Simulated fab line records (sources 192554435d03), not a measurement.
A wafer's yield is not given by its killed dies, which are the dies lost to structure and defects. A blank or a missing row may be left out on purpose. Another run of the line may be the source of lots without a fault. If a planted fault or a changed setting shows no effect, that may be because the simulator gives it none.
2 desks, one fault / flow n5Finfet / each desk holds nothing but its own numbers, with what lay behind them at the end

## THE METROLOGY DESK
Lot by lot, what the gauges showed, no matter which tool ran the lot: averages of those sampled wafers that carry a number. Marked OUT: a lot whose mean sits more than 4 standard deviations from the usual mean, which makes it out of limits; the brackets give that distance. Readings shown: 7 of its 10, picked as those furthest out on some lot.
Columns: A = DIBL_N at N5_BEOL_M4_RC_MEAS_101, usual 36.3 mV/V; B = DIBL_P at N5_BEOL_M4_RC_MEAS_101, usual 36.2 mV/V; C = IOFF_N at N5_BEOL_M4_RC_MEAS_101, usual 0.160 nA/um; D = IOFF_P at N5_BEOL_M4_RC_MEAS_101, usual 0.21 nA/um; E = SS_N at N5_BEOL_M4_RC_MEAS_101, usual 71.5 mV/dec; F = SS_P at N5_BEOL_M4_RC_MEAS_101, usual 73.3 mV/dec; G = VT_N at N5_BEOL_M4_RC_MEAS_101, usual 250 mV
lot=L950; first seen here=day 7 20:53; A=39.9; B=39.6; C=0.216; D=0.28; E=72.1; F=74.0; G=245
lot=L951; first seen here=day 8 00:02; A=36.0; B=35.6; C=0.157; D=0.21; E=70.7; F=72.6; G=249
lot=L952; first seen here=day 8 04:13; A=34.0; B=33.8; C=0.131; D=0.17; E=71.0; F=72.5; G=251
lot=L953; first seen here=day 9 01:31; A=38.1; B=36.7; C=0.169; D=0.25; E=71.8; F=73.2; G=248
lot=L954; first seen here=day 9 08:10; A=34.1; B=34.1; C=0.130; D=0.16; E=70.8; F=72.8; G=254
lot=L955; first seen here=day 9 10:43; A=38.9; B=38.1; C=0.176; D=0.25; E=71.9; F=73.8; G=250
lot=L956; first seen here=day 9 12:29; A=37.0; B=36.0; C=0.158; D=0.20; E=71.8; F=72.7; G=249
lot=L957; first seen here=day 9 17:41; A=36.4; B=38.6; C=0.190; D=0.24; E=71.4; F=73.7; G=246
lot=L961; first seen here=day 10 19:08; A=37.5; B=38.5; C=0.188; D=0.24; E=71.7; F=74.4; G=247
lot=L960; first seen here=day 10 22:34; A=35.9; B=38.0; C=0.159; D=0.20; E=71.9; F=73.0; G=250
lot=L962; first seen here=day 11 00:25; A=35.7; B=33.4; C=0.133; D=0.17; E=71.1; F=72.8; G=253
lot=L970; first seen here=day 13 12:14; A=32.8; B=30.9; C=0.112; D=0.15; E=70.5; F=72.6; G=254
lot=L971; first seen here=day 13 12:34; A=34.4; B=34.6; C=0.132; D=0.19; E=71.0; F=73.0; G=252
lot=L973; first seen here=day 13 21:29; A=36.0; B=35.8; C=0.146; D=0.17; E=71.7; F=73.5; G=250
Result from this desk: across the 14 lots, nothing is out of limits.

## FOR THE TOOL OWNER'S DESK: cvdCo-01
The tool's own readings at N5_BEOL_M0_CVD_115 (deposits Co from CCTBA/H2, time 120 s): means of the sampled wafers that have a number, for each lot that ran on this tool. Marked OUT: a lot whose mean sits more than 4 standard deviations from the usual mean, which makes it out of limits; the brackets give that distance.
Columns: A = runLengthS at N5_BEOL_M0_CVD_115, usual 142.7 s
lot=L951; first seen here=day 6 07:50; A=142.8
lot=L955; first seen here=day 7 01:45; A=142.8
lot=L956; first seen here=day 7 11:49; A=143.2
lot=L957; first seen here=day 7 13:22; A=142.7
lot=L960; first seen here=day 8 08:07; A=131.8 (-17) OUT
lot=L961; first seen here=day 8 15:20; A=132.2 (-16) OUT
lot=L973; first seen here=day 11 15:22; A=143.0
Finding of this desk: L960, L961 out of limits; the first was L960 at day 8 08:07, on runLengthS at N5_BEOL_M0_CVD_115. L951, L955, L956, L957, L973: within limits.

## PUT TOGETHER
An alarm could have come from the tool owner's desk at day 8 08:07, on L960, L961.
The metrology desk saw nothing out of limits.
The metrology desk has L960, L961 on record, within its limits.
Every lot named ran N5_BEOL_M0_CVD_115 on cvdCo-01.

## WHAT THE SIMULATOR HAD INSERTED
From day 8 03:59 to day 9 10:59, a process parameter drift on cvdCo-01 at N5_BEOL_M0_CVD_115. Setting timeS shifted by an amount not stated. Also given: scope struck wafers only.
Struck lots among those shown: L960, L961.
Each desk's first reading out of limits, in hours after the fault started: the tool owner's desk, 4.
